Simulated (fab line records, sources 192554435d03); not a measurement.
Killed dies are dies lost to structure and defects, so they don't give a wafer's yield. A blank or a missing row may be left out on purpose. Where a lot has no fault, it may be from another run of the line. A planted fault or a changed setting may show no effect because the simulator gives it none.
What tool caused it? | flow n5-finfet | 10 lots with 28 wafers sampled at 5 steps, on a route of 1938 steps

WHAT EACH GAUGE READ, for each wafer
N5_BEOL_M4_RC_MEAS_101. Usual: DIBL_N 36.3 mV/V, standard deviation 1; DIBL_P 36.2 mV/V, standard deviation 1.4; IOFF_N 0.157 nA/um, standard deviation 0.021; IOFF_P 0.206 nA/um, standard deviation 0.025; ION_N 673 uA/um, standard deviation 9; ION_P 461 uA/um, standard deviation 6.4; SS_N 71.5 mV/dec, standard deviation 0.5; SS_P 73.2 mV/dec, standard deviation 0.47; VT_N 249.9 mV, standard deviation 2.4; VT_P -250.6 mV, standard deviation 2.9.
lot  | measured     | on        | DIBL_N (mV/V)  | DIBL_P (mV/V)  | IOFF_N (nA/um)    | IOFF_P (nA/um)    | ION_N (uA/um) | ION_P (uA/um) | SS_N (mV/dec)  | SS_P (mV/dec)  | VT_N (mV)         | VT_P (mV)            | flag
L510 | day 8 00:16  | prober-01 | 35.0 35.3 35.6 | 35.5 34.7 35.7 | 0.131 0.128 0.131 | 0.174 0.170 0.179 | 674 664 665   | 456 452 456   | 71.2 71.7 70.8 | 72.7 73.0 72.5 | 252.7 252.4 254.0 | -254.4 -255.1 -254.1 |
L512 | day 8 10:10  | prober-02 | 36.3 35.5 37.9 | 36.9 36.1 38.2 | 0.150 0.134 0.171 | 0.209 0.194 0.225 | 659 657 669   | 457 452 461   | 71.7 71.6 72.7 | 72.9 73.6 74.3 | 252.3 255.2 250.0 | -251.1 -251.2 -252.0 |
L515 | day 9 07:38  | prober-02 | 36.7 35.1 35.3 | 37.4 36.1 36.2 | 0.170 0.145 0.144 | 0.224 0.196 0.196 | 669 665 661   | 464 456 458   | 72.4 71.5 70.9 | 73.5 73.2 73.4 | 247.3 251.9 251.8 | -249.1 -252.0 -252.4 |
L517 | day 9 13:46  | prober-01 | 37.1 36.2 36.3 | 38.0 37.4 37.1 | 0.200 0.189 0.183 | 0.260 0.241 0.251 | 676 673 676   | 464 463 465   | 72.4 71.8 71.9 | 74.0 73.5 74.3 | 247.1 246.8 249.2 | -247.2 -248.0 -246.9 |
L519 | day 9 19:16  | prober-02 | 35.4 36.5 36.2 | 35.4 36.8 35.5 | 0.140 0.175 0.159 | 0.180 0.203 0.186 | 663 685 661   | 451 465 450   | 70.8 72.0 71.9 | 73.5 73.5 73.4 | 252.7 246.5 250.9 | -250.7 -250.9 -254.0 |
L522 | day 10 21:08 | prober-02 | 37.0 37.3 37.2 | 37.4 37.7 38.3 | 0.161 0.164 0.170 | 0.206 0.208 0.222 | 671 668 687   | 460 455 462   | 71.6 72.2 72.1 | 73.0 73.4 72.6 | 253.7 250.5 247.8 | -251.2 -253.6 -251.6 |
L523 | day 11 07:20 | prober-01 | 35.0 36.3      | 34.8 36.4      | 0.146 0.173       | 0.197 0.220       | 674 677       | 465 459       | 71.1 71.4      | 72.9 72.9      | 250.0 247.7       | -252.0 -250.4        |
L524 | day 11 11:57 | prober-01 | 36.6 38.6      | 36.7 38.3      | 0.187 0.231       | 0.259 0.281       | 685 700       | 470 475       | 71.7 72.1      | 73.0 73.8      | 247.2 243.9       | -244.2 -246.2        |
L530 | day 12 23:17 | prober-01 | 35.8 34.6 35.3 | 36.5 35.0 35.7 | 0.162 0.136 0.152 | 0.227 0.198 0.210 | 680 670 677   | 469 467 468   | 71.4 71.5 71.4 | 74.0 72.7 73.7 | 245.4 251.9 251.6 | -247.4 -251.0 -245.4 |
L531 | day 13 01:10 | prober-01 | 35.8 36.5 35.6 | 34.6 34.8 34.3 | 0.141 0.147 0.142 | 0.206 0.210 0.208 | 679 665 681   | 470 463 472   | 71.0 71.5 71.0 | 73.2 72.5 72.6 | 250.3 248.9 250.8 | -247.9 -246.2 -247.9 |

WHAT TOOL EACH LOT RAN ON (gives the tool, then ch and the chambers of the sampled wafers, and finally the start)
lot  | N5_BEOL_M2_ETCH_69                 | N5_BEOL_M2_ETCH_70                 | N5_BEOL_M2_CVD_47                | N5_BEOL_M2_SPUTTER_88
L510 | rie-diel-02 ch 0,1, day 6 11:05    | rie-diel-06 ch 0,2,3, day 6 17:40  | cvd-co-01 ch 0,1,2, day 6 19:05  | pvd-sputter-03, day 6 20:08
L512 | rie-diel-04 ch 2,3, day 7 05:35    | rie-diel-04 ch 1,3, day 7 06:58    | cvd-co-02 ch 0,1,2, day 7 08:10  | pvd-sputter-02, day 7 09:13
L515 | rie-diel-06 ch 1,2, day 7 19:15    | rie-diel-04 ch 0,3, day 7 19:56    | cvd-co-01 ch 0,1,2, day 7 23:22  | pvd-sputter-03, day 8 00:29
L517 | rie-diel-02 ch 2,3, day 8 02:43    | rie-diel-06 ch 1,2, day 8 05:48    | cvd-co-02 ch 0,1, day 8 07:43    | pvd-sputter-03, day 8 10:13
L519 | rie-diel-06 ch 0,1,2, day 8 21:52  | rie-diel-04 ch 1,2,3, day 9 00:20  | cvd-co-01 ch 0,1,2, day 9 01:26  | pvd-sputter-02, day 9 02:32
L522 | rie-diel-06 ch 0,1,3, day 9 12:02  | rie-diel-04 ch 1,2,3, day 9 12:56  | cvd-co-01 ch 0,2, day 9 14:22    | pvd-sputter-01, day 9 15:25
L523 | rie-diel-02 ch 0,1, day 10 03:15   | rie-diel-04 ch 1,2, day 10 09:43   | cvd-co-01 ch 1,2, day 10 11:09   | pvd-sputter-02, day 10 12:20
L524 | rie-diel-06 ch 0, day 10 11:48     | rie-diel-06 ch 0, day 10 13:54     | cvd-co-01 ch 0,1, day 10 15:26   | pvd-sputter-01, day 10 16:36
L530 | rie-diel-04 ch 0,1,3, day 11 15:10 | rie-diel-04 ch 0,1,2, day 11 18:01 | cvd-co-02 ch 0,1,2, day 11 19:28 | pvd-sputter-02, day 11 20:37
L531 | rie-diel-06 ch 0,1,3, day 11 20:44 | rie-diel-04 ch 1,2,3, day 12 04:28 | cvd-co-02 ch 1,2, day 12 05:43   | pvd-sputter-01, day 12 06:46
- N5_BEOL_M2_ETCH_69: etches SiARC in CF4, target depth 15.6 nm, time 26 s.
- N5_BEOL_M2_ETCH_70: etches SOC in N2/H2, target depth 80 nm, overetch 24 nm, time 130 s.
- N5_BEOL_M2_CVD_47: deposits Co from CCTBA/H2, target thk 3 nm, time 223.8 s.
- N5_BEOL_M2_SPUTTER_88: material Cu, target thk 4.5 nm, time 8.29 s.

AS READ BY THE TOOLS THEMSELVES (means over the sampled wafers that have a number; for cases with no such wafer, the mark the record gives instead)
N5_BEOL_M2_ETCH_69. Usual: drypump-motor-current-A 5.8 A, standard deviation 0.55; etch-rf-on-time-s 25.9 s, standard deviation 0.47; oes-product-au 0.67 a.u., standard deviation 0.063; rf-vpp-V 184.0 V, standard deviation 1.1; showerhead-plenum-p-Torr 2.13 Torr, standard deviation 0.065; throttle-valve-pct 15.62 %, standard deviation 0.26.
lot  | tool        | drypump-motor-current-A (A) | etch-rf-on-time-s (s) | oes-product-au (a.u.) | rf-vpp-V (V) | showerhead-plenum-p-Torr (Torr) | throttle-valve-pct (%) | flag
L510 | rie-diel-02 | 5.3                         | 25.8                  | 0.73                  | 184.0        | 2.14                            | 15.31                  |
L512 | rie-diel-04 | 6.0                         | 25.6                  | 0.73                  | 185.7        | 2.21                            | 15.48                  |
L515 | rie-diel-06 | 5.8                         | 26.2                  | 0.63                  | 184.3        | 2.11                            | 15.62                  |
L517 | rie-diel-02 | 6.0                         | 25.9                  | 0.66                  | 184.9        | 2.14                            | 15.82                  |
L519 | rie-diel-06 | 6.2                         | 26.2                  | 0.64                  | 183.4        | 2.12                            | 15.59                  |
L522 | rie-diel-06 | 5.8                         | 26.2                  | 0.65                  | 184.0        | 2.15                            | 15.67                  |
L523 | rie-diel-02 | 5.4                         | 25.6                  | 0.68                  | 184.0        | 2.15                            | 15.49                  |
L524 | rie-diel-06 | 6.8                         | 26.6                  | 0.65                  | 183.1        | 2.06                            | 15.41                  |
L530 | rie-diel-04 | 6.2                         | 25.6                  | 0.75                  | 184.6        | 2.15                            | 15.48                  |
L531 | rie-diel-06 | 5.8                         | 25.9                  | 0.64                  | 184.1        | 2.14                            | 15.70                  |

N5_BEOL_M2_ETCH_70. Usual: drypump-motor-current-A 5.9 A, standard deviation 0.5; oes-product-au 0.59 a.u., standard deviation 0.056; rf-vpp-V 523.6 V, standard deviation 2.5; showerhead-plenum-p-Torr 2.54 Torr, standard deviation 0.084; throttle-valve-pct 17.82 %, standard deviation 0.25.
lot  | tool        | drypump-motor-current-A (A) | oes-product-au (a.u.) | rf-vpp-V (V) | showerhead-plenum-p-Torr (Torr) | throttle-valve-pct (%) | flag
L510 | rie-diel-06 | 5.9                         | 0.57                  | 522.3        | 2.49                            | 17.69                  |
L512 | rie-diel-04 | 6.0                         | 0.59                  | 526.1        | 2.63                            | 17.79                  |
L515 | rie-diel-04 | 6.3                         | 0.54                  | 524.8        | 2.56                            | 17.83                  |
L517 | rie-diel-06 | 5.8                         | 0.54                  | 524.8        | 2.58                            | 18.00                  |
L519 | rie-diel-04 | 5.9                         | 0.64                  | 524.2        | 2.55                            | 17.74                  |
L522 | rie-diel-04 | 5.9                         | 0.63                  | 524.2        | 2.55                            | 17.76                  |
L523 | rie-diel-04 | 6.0                         | 0.64                  | 521.6        | 2.48                            | 17.80                  |
L524 | rie-diel-06 | 6.8                         | 0.56                  | 520.4        | 2.45                            | 17.52                  |
L530 | rie-diel-04 | 6.1                         | 0.64                  | 522.6        | 2.48                            | 17.71                  |
L531 | rie-diel-04 | 5.9                         | 0.60                  | 523.8        | 2.54                            | 17.80                  |

N5_BEOL_M2_CVD_47. Usual: run-length-s 247.0 s, standard deviation 0.42.
lot  | tool      | run-length-s (s) | flag
L510 | cvd-co-01 | 246.9            |
L512 | cvd-co-02 | 246.8            |
L515 | cvd-co-01 | 247.1            |
L517 | cvd-co-02 | 246.9            |
L519 | cvd-co-01 | 247.2            |
L522 | cvd-co-01 | 359.3            | OFF
L523 | cvd-co-01 | 330.8            | OFF
L524 | cvd-co-01 | 330.9            | OFF
L530 | cvd-co-02 | 246.9            |
L531 | cvd-co-02 | 247.2            |

N5_BEOL_M2_SPUTTER_88. Usual: throttle-valve-pct 29.8 %, standard deviation 1.3.
lot  | tool           | throttle-valve-pct (%) | flag
L510 | pvd-sputter-03 | 30.2                   |
L512 | pvd-sputter-02 | 29.0                   |
L515 | pvd-sputter-03 | 30.3                   |
L517 | pvd-sputter-03 | 29.9                   |
L519 | pvd-sputter-02 | 29.0                   |
L522 | pvd-sputter-01 | 30.0                   |
L523 | pvd-sputter-02 | 29.8                   |
L524 | pvd-sputter-01 | 31.2                   |
L530 | pvd-sputter-02 | 29.0                   |
L531 | pvd-sputter-01 | 30.2                   |

THE ANSWER, worked out from the rows above alone
Rule: a lot is off if the mean of its wafers that have a number lies more than 3 standard deviations from the usual mean. A lot without any number at a reading at which 4 lots or more have one is off too. All remaining lots with rows at the step are treated as sound. The gauges are gone through in route order, then the tools' own readings, and for those a lot's mean is taken as printed above. At the first step where some lot is off, the reading lying furthest off is the one used; lots without a number count as furthest.
Off: L522, L523, L524 (N5_BEOL_M2_CVD_47, run-length-s).
A tool fits if, at that step or a process step before it, it ran every lot that is off, and no sound lot after the first of them. One fits: N5_BEOL_M2_CVD_47 on cvd-co-01. Its last sound lot is L519 (day 9 01:26), its first lot that is off L522 (day 9 14:22): a fault that began between those two fits.
The tool's own readings at N5_BEOL_M2_CVD_47 bear it out: on the lots that are off they differ by more than 5 times the standard deviation of the sound lots' means. run-length-s reads 340.3 s there against 247.0 s on the sound lots.

WHAT THE SIMULATOR PUT IN
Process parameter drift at N5_BEOL_M2_CVD_47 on cvd-co-01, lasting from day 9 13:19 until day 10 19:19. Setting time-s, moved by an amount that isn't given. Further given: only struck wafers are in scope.
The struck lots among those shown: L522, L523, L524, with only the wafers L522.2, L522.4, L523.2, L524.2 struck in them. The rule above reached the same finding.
